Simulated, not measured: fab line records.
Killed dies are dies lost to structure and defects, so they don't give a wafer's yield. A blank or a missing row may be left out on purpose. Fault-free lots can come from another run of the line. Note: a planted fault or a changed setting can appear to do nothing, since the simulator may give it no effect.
Which of the tools did it? / flow n5 finfet / Sampling: 10 lots, 28 wafers, 6 of 1938 route steps

WHAT THE GAUGES READ, wafer by wafer
N5_BEOL_M4_RC_MEAS_101. Usual: DIBL_N 35.9 mV/V, standard deviation 1.7; DIBL_P 36.0 mV/V, standard deviation 2.2; IOFF_N 0.16 nA/um, standard deviation 0.031; IOFF_P 0.21 nA/um, standard deviation 0.039; ION_N 678 uA/um, standard deviation 13; ION_P 464 uA/um, standard deviation 8.8; SS_N 71.5 mV/dec, standard deviation 0.61; SS_P 73.2 mV/dec, standard deviation 0.68; VT_N 249 mV, standard deviation 3.3; VT_P -250 mV, standard deviation 3.8.
lot=L514; measured=day 8 07:40; on=prober-01; DIBL_N (mV/V)=38.4 39.0 37.1; DIBL_P (mV/V)=37.7 39.2 36.2; IOFF_N (nA/um)=0.21 0.23 0.19; IOFF_P (nA/um)=0.26 0.27 0.24; ION_N (uA/um)=695 705 686; ION_P (uA/um)=470 480 473; SS_N (mV/dec)=71.6 72.3 71.4; SS_P (mV/dec)=73.7 74.5 73.2; VT_N (mV)=243 245 244; VT_P (mV)=-247 -246 -247; flag=
lot=L515; measured=day 8 10:04; on=prober-01; DIBL_N (mV/V)=37.3 33.9 34.0; DIBL_P (mV/V)=35.9 31.8 30.5; IOFF_N (nA/um)=0.17 0.12 0.12; IOFF_P (nA/um)=0.20 0.15 0.14; ION_N (uA/um)=686 675 663; ION_P (uA/um)=466 462 451; SS_N (mV/dec)=71.5 70.2 71.4; SS_P (mV/dec)=74.4 72.8 72.5; VT_N (mV)=247 250 251; VT_P (mV)=-252 -253 -256; flag=
lot=L518; measured=day 9 03:22; on=prober-02; DIBL_N (mV/V)=35.2 35.0 36.0; DIBL_P (mV/V)=35.9 35.4 36.1; IOFF_N (nA/um)=0.15 0.14 0.15; IOFF_P (nA/um)=0.19 0.18 0.19; ION_N (uA/um)=670 681 679; ION_P (uA/um)=463 463 463; SS_N (mV/dec)=70.7 71.9 71.8; SS_P (mV/dec)=72.6 72.4 73.2; VT_N (mV)=247 248 250; VT_P (mV)=-254 -254 -250; flag=
lot=L520; measured=day 9 16:58; on=prober-01; DIBL_N (mV/V)=34.3 37.9 34.6; DIBL_P (mV/V)=35.4 38.9 34.2; IOFF_N (nA/um)=0.15 0.21 0.14; IOFF_P (nA/um)=0.19 0.26 0.18; ION_N (uA/um)=688 702 678; ION_P (uA/um)=478 479 462; SS_N (mV/dec)=71.3 72.8 71.8; SS_P (mV/dec)=73.7 74.1 72.8; VT_N (mV)=247 243 249; VT_P (mV)=-252 -248 -253; flag=
lot=L522; measured=day 10 03:59; on=prober-01; DIBL_N (mV/V)=36.7 35.5 35.9; DIBL_P (mV/V)=38.4 36.3 38.2; IOFF_N (nA/um)=0.18 0.17 0.17; IOFF_P (nA/um)=0.24 0.21 0.24; ION_N (uA/um)=668 678 661; ION_P (uA/um)=456 463 458; SS_N (mV/dec)=71.8 71.5 72.1; SS_P (mV/dec)=73.2 73.5 74.4; VT_N (mV)=248 251 248; VT_P (mV)=-246 -247 -247; flag=
lot=L523; measured=day 10 10:39; on=prober-01; DIBL_N (mV/V)=34.1 36.3 34.5; DIBL_P (mV/V)=34.7 36.6 34.4; IOFF_N (nA/um)=0.13 0.16 0.13; IOFF_P (nA/um)=0.17 0.19 0.16; ION_N (uA/um)=665 679 664; ION_P (uA/um)=454 457 451; SS_N (mV/dec)=71.1 71.4 71.0; SS_P (mV/dec)=72.4 72.9 72.5; VT_N (mV)=252 248 251; VT_P (mV)=-252 -251 -254; flag=
lot=L528; measured=day 12 00:59; on=prober-01; DIBL_N (mV/V)=34.8 36.3; DIBL_P (mV/V)=33.8 36.5; IOFF_N (nA/um)=0.13 0.17; IOFF_P (nA/um)=0.19 0.23; ION_N (uA/um)=678 688; ION_P (uA/um)=469 479; SS_N (mV/dec)=70.6 70.9; SS_P (mV/dec)=72.3 73.8; VT_N (mV)=251 244; VT_P (mV)=-251 -247; flag=
lot=L531; measured=day 12 08:00; on=prober-01; DIBL_N (mV/V)=33.5 35.2; DIBL_P (mV/V)=31.6 34.2; IOFF_N (nA/um)=0.12 0.14; IOFF_P (nA/um)=0.15 0.18; ION_N (uA/um)=665 675; ION_P (uA/um)=452 460; SS_N (mV/dec)=70.6 70.9; SS_P (mV/dec)=72.5 73.2; VT_N (mV)=253 249; VT_P (mV)=-253 -250; flag=
lot=L535; measured=day 13 22:55; on=prober-02; DIBL_N (mV/V)=32.6 34.8 34.6; DIBL_P (mV/V)=34.7 36.8 36.9; IOFF_N (nA/um)=0.13 0.17 0.16; IOFF_P (nA/um)=0.21 0.23 0.25; ION_N (uA/um)=678 685 674; ION_P (uA/um)=471 472 466; SS_N (mV/dec)=71.6 72.3 72.4; SS_P (mV/dec)=72.8 73.4 74.2; VT_N (mV)=253 249 251; VT_P (mV)=-248 -250 -248; flag=
lot=L536; measured=day 14 02:04; on=prober-02; DIBL_N (mV/V)=34.9 38.4 34.8; DIBL_P (mV/V)=33.1 38.7 33.7; IOFF_N (nA/um)=0.13 0.20 0.13; IOFF_P (nA/um)=0.17 0.25 0.17; ION_N (uA/um)=681 688 690; ION_P (uA/um)=462 463 465; SS_N (mV/dec)=71.8 72.1 70.8; SS_P (mV/dec)=73.0 73.7 72.6; VT_N (mV)=251 245 250; VT_P (mV)=-252 -249 -254; flag=

TOOL THAT RAN EACH LOT (tool first, then ch and the chambers of the sampled wafers, then the start)
lot=L514; N5_BEOL_M3_PECVD_72=pecvd-01 ch 0,1,2, day 7 09:11; N5_BEOL_M3_ANNEAL_82=pvd sputter-03, day 7 19:56; N5_BEOL_M3_SPUTTER_88=pvd sputter-03, day 7 20:18; N5_BEOL_M3_ANNEAL_91=pvd sputter-03, day 7 20:36; N5_BEOL_M3_CMP_52=cmp-04 ch 2,3, day 7 21:43
lot=L515; N5_BEOL_M3_PECVD_72=pecvd-03 ch 0,1, day 7 12:26; N5_BEOL_M3_ANNEAL_82=pvd sputter-02, day 7 22:53; N5_BEOL_M3_SPUTTER_88=pvd sputter-02, day 7 23:15; N5_BEOL_M3_ANNEAL_91=pvd sputter-02, day 7 23:33; N5_BEOL_M3_CMP_52=cmp-04 ch 0,1,2, day 8 00:37
lot=L518; N5_BEOL_M3_PECVD_72=pecvd-03 ch 0,2, day 8 04:24; N5_BEOL_M3_ANNEAL_82=pvd sputter-01, day 8 12:02; N5_BEOL_M3_SPUTTER_88=pvd sputter-01, day 8 12:24; N5_BEOL_M3_ANNEAL_91=pvd sputter-01, day 8 12:42; N5_BEOL_M3_CMP_52=cmp-01 ch 0,2,3, day 8 13:47
lot=L520; N5_BEOL_M3_PECVD_72=pecvd-03 ch 1,2, day 8 17:21; N5_BEOL_M3_ANNEAL_82=pvd sputter-01, day 8 23:11; N5_BEOL_M3_SPUTTER_88=pvd sputter-01, day 8 23:32; N5_BEOL_M3_ANNEAL_91=pvd sputter-01, day 8 23:50; N5_BEOL_M3_CMP_52=cmp-02 ch 0,3, day 9 01:01
lot=L522; N5_BEOL_M3_PECVD_72=pecvd-04 ch 0,1,2, day 9 03:18; N5_BEOL_M3_ANNEAL_82=pvd sputter-02, day 9 17:04; N5_BEOL_M3_SPUTTER_88=pvd sputter-02, day 9 17:26; N5_BEOL_M3_ANNEAL_91=pvd sputter-02, day 9 17:44; N5_BEOL_M3_CMP_52=cmp-04 ch 1,2, day 9 18:50
lot=L523; N5_BEOL_M3_PECVD_72=pecvd-04 ch 0,1,2, day 9 09:30; N5_BEOL_M3_ANNEAL_82=pvd sputter-02, day 9 21:22; N5_BEOL_M3_SPUTTER_88=pvd sputter-02, day 9 21:44; N5_BEOL_M3_ANNEAL_91=pvd sputter-02, day 9 22:02; N5_BEOL_M3_CMP_52=cmp-02 ch 0,2,3, day 9 23:06
lot=L528; N5_BEOL_M3_PECVD_72=pecvd-03 ch 2, day 10 19:43; N5_BEOL_M3_ANNEAL_82=pvd sputter-01, day 11 10:58; N5_BEOL_M3_SPUTTER_88=pvd sputter-01, day 11 11:19; N5_BEOL_M3_ANNEAL_91=pvd sputter-01, day 11 11:37; N5_BEOL_M3_CMP_52=cmp-04 ch 0,1, day 11 12:44
lot=L531; N5_BEOL_M3_PECVD_72=pecvd-04 ch 1,2, day 11 12:31; N5_BEOL_M3_ANNEAL_82=pvd sputter-01, day 11 17:21; N5_BEOL_M3_SPUTTER_88=pvd sputter-01, day 11 17:43; N5_BEOL_M3_ANNEAL_91=pvd sputter-01, day 11 18:01; N5_BEOL_M3_CMP_52=cmp-02 ch 0,3, day 11 19:09
lot=L535; N5_BEOL_M3_PECVD_72=pecvd-04 ch 0,1,2, day 12 06:13; N5_BEOL_M3_ANNEAL_82=pvd sputter-01, day 13 06:31; N5_BEOL_M3_SPUTTER_88=pvd sputter-01, day 13 06:53; N5_BEOL_M3_ANNEAL_91=pvd sputter-01, day 13 07:11; N5_BEOL_M3_CMP_52=cmp-04 ch 0,3, day 13 08:16
lot=L536; N5_BEOL_M3_PECVD_72=pecvd-01 ch 0,1,2, day 12 19:37; N5_BEOL_M3_ANNEAL_82=pvd sputter-03, day 13 11:56; N5_BEOL_M3_SPUTTER_88=pvd sputter-03, day 13 12:18; N5_BEOL_M3_ANNEAL_91=pvd sputter-03, day 13 12:36; N5_BEOL_M3_CMP_52=cmp-04 ch 0,1,2, day 13 13:53
- N5_BEOL_M3_PECVD_72: deposits SiO2 from TEOS/O2, target thk 16 nm, time 18 s.
- N5_BEOL_M3_ANNEAL_82: time 240 s.
- N5_BEOL_M3_SPUTTER_88: material Cu, target thk 4.5 nm, time 8.29 s.
- N5_BEOL_M3_ANNEAL_91: time 240 s.
- N5_BEOL_M3_CMP_52: polishes, stops on SiOC, t overpolish 6.8 s, target thk 40 nm.

AS READ BY THE TOOLS THEMSELVES (means over the sampled wafers that have a number; for cases with no such wafer, the mark the record gives instead)
N5_BEOL_M3_PECVD_72. Usual: heater power w 745 W, standard deviation 83; showerhead plenum p Torr 8.85 Torr, standard deviation 0.058; throttle valve pct 22.1 %, standard deviation 1.2.
lot=L514; tool=pecvd-01; heater power w (W)=749; showerhead plenum p Torr (Torr)=8.86; throttle valve pct (%)=22.8; flag=
lot=L515; tool=pecvd-03; heater power w (W)=730; showerhead plenum p Torr (Torr)=8.84; throttle valve pct (%)=21.5; flag=
lot=L518; tool=pecvd-03; heater power w (W)=755; showerhead plenum p Torr (Torr)=8.89; throttle valve pct (%)=21.4; flag=
lot=L520; tool=pecvd-03; heater power w (W)=658; showerhead plenum p Torr (Torr)=8.85; throttle valve pct (%)=21.8; flag=
lot=L522; tool=pecvd-04; heater power w (W)=730; showerhead plenum p Torr (Torr)=8.82; throttle valve pct (%)=22.6; flag=
lot=L523; tool=pecvd-04; heater power w (W)=780; showerhead plenum p Torr (Torr)=8.82; throttle valve pct (%)=22.6; flag=
lot=L528; tool=pecvd-03; heater power w (W)=644; showerhead plenum p Torr (Torr)=8.91; throttle valve pct (%)=21.5; flag=
lot=L531; tool=pecvd-04; heater power w (W)=856; showerhead plenum p Torr (Torr)=8.84; throttle valve pct (%)=22.9; flag=
lot=L535; tool=pecvd-04; heater power w (W)=800; showerhead plenum p Torr (Torr)=8.82; throttle valve pct (%)=22.6; flag=
lot=L536; tool=pecvd-01; heater power w (W)=733; showerhead plenum p Torr (Torr)=8.85; throttle valve pct (%)=23.1; flag=

N5_BEOL_M3_ANNEAL_82. Usual: heater power w at 838 W, with a standard deviation of 61.
lot=L514; tool=pvd sputter-03; heater power w (W)=840; flag=
lot=L515; tool=pvd sputter-02; heater power w (W)=897; flag=
lot=L518; tool=pvd sputter-01; heater power w (W)=807; flag=
lot=L520; tool=pvd sputter-01; heater power w (W)=798; flag=
lot=L522; tool=pvd sputter-02; heater power w (W)=920; flag=
lot=L523; tool=pvd sputter-02; heater power w (W)=914; flag=
lot=L528; tool=pvd sputter-01; heater power w (W)=829; flag=
lot=L531; tool=pvd sputter-01; heater power w (W)=812; flag=
lot=L535; tool=pvd sputter-01; heater power w (W)=793; flag=
lot=L536; tool=pvd sputter-03; heater power w (W)=832; flag=

N5_BEOL_M3_SPUTTER_88. Usual: chuck gas flow sccm 1.25 sccm, standard deviation 0.055; throttle valve pct 30.2 %, standard deviation 1.
lot=L514; tool=pvd sputter-03; chuck gas flow sccm (sccm)=1.22; throttle valve pct (%)=30.4; flag=
lot=L515; tool=pvd sputter-02; chuck gas flow sccm (sccm)=1.25; throttle valve pct (%)=29.5; flag=
lot=L518; tool=pvd sputter-01; chuck gas flow sccm (sccm)=1.25; throttle valve pct (%)=30.3; flag=
lot=L520; tool=pvd sputter-01; chuck gas flow sccm (sccm)=1.21; throttle valve pct (%)=29.2; flag=
lot=L522; tool=pvd sputter-02; chuck gas flow sccm (sccm)=1.28; throttle valve pct (%)=29.5; flag=
lot=L523; tool=pvd sputter-02; chuck gas flow sccm (sccm)=1.22; throttle valve pct (%)=29.5; flag=
lot=L528; tool=pvd sputter-01; chuck gas flow sccm (sccm)=1.21; throttle valve pct (%)=30.2; flag=
lot=L531; tool=pvd sputter-01; chuck gas flow sccm (sccm)=1.27; throttle valve pct (%)=30.1; flag=
lot=L535; tool=pvd sputter-01; chuck gas flow sccm (sccm)=1.28; throttle valve pct (%)=30.7; flag=
lot=L536; tool=pvd sputter-03; chuck gas flow sccm (sccm)=1.27; throttle valve pct (%)=30.5; flag=

N5_BEOL_M3_ANNEAL_91. Usual: heater power w at 840 W, with a standard deviation of 60.
lot=L514; tool=pvd sputter-03; heater power w (W)=845; flag=
lot=L515; tool=pvd sputter-02; heater power w (W)=892; flag=
lot=L518; tool=pvd sputter-01; heater power w (W)=801; flag=
lot=L520; tool=pvd sputter-01; heater power w (W)=809; flag=
lot=L522; tool=pvd sputter-02; heater power w (W)=911; flag=
lot=L523; tool=pvd sputter-02; heater power w (W)=911; flag=
lot=L528; tool=pvd sputter-01; heater power w (W)=829; flag=
lot=L531; tool=pvd sputter-01; heater power w (W)=836; flag=
lot=L535; tool=pvd sputter-01; heater power w (W)=791; flag=
lot=L536; tool=pvd sputter-03; heater power w (W)=830; flag=

N5_BEOL_M3_CMP_52. Usual: barrier field endpoint s 24.7 s, standard deviation 0.54; motor current A 5.8 A, standard deviation 0.36.
lot=L514; tool=cmp-04; barrier field endpoint s (s)=24.7; motor current A (A)=5.8; flag=
lot=L515; tool=cmp-04; barrier field endpoint s (s)=25.2; motor current A (A)=6.0; flag=
lot=L518; tool=cmp-01; barrier field endpoint s (s)=24.1; motor current A (A)=5.8; flag=
lot=L520; tool=cmp-02; barrier field endpoint s (s)=24.9; motor current A (A)=6.0; flag=
lot=L522; tool=cmp-04; barrier field endpoint s (s)=25.2; motor current A (A)=5.9; flag=
lot=L523; tool=cmp-02; barrier field endpoint s (s)=24.9; motor current A (A)=5.6; flag=
lot=L528; tool=cmp-04; barrier field endpoint s (s)=32.2; motor current A (A)=5.8; flag=OFF
lot=L531; tool=cmp-02; barrier field endpoint s (s)=25.6; motor current A (A)=5.9; flag=
lot=L535; tool=cmp-04; barrier field endpoint s (s)=24.8; motor current A (A)=5.6; flag=
lot=L536; tool=cmp-04; barrier field endpoint s (s)=24.6; motor current A (A)=5.9; flag=

THE ANSWER, worked out from the rows above alone
Rule: a lot is off if the mean of its wafers that have a number lies more than 3 standard deviations from the usual mean. A lot without any number at a reading at which 4 lots or more have one is off too. Where the step has rows for the other lots, those lots are counted as sound. First the gauges in route order, then the tools' own readings, where a lot's mean is used as printed above. The first step at which some lot is off is used, and at that step the reading that is off furthest; a lot without a number counts as furthest.
Off: L528, at N5_BEOL_M3_CMP_52 (barrier field endpoint s).
A tool fits if, at that step or a process step before it, it ran every lot that is off, and no sound lot after the first of them. One fits: N5_BEOL_M3_PECVD_72 on pecvd-03. A fault onset in the window from L520 (day 8 17:21, its last sound lot) to L528 (day 10 19:43, its first lot off) fits.

WHAT HAD BEEN PUT IN BY THE SIMULATOR
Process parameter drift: pecvd-03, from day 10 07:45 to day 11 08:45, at N5_BEOL_M3_PECVD_72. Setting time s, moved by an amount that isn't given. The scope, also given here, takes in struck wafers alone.
Shown lots that were struck: L528. The same result came from the rule above.
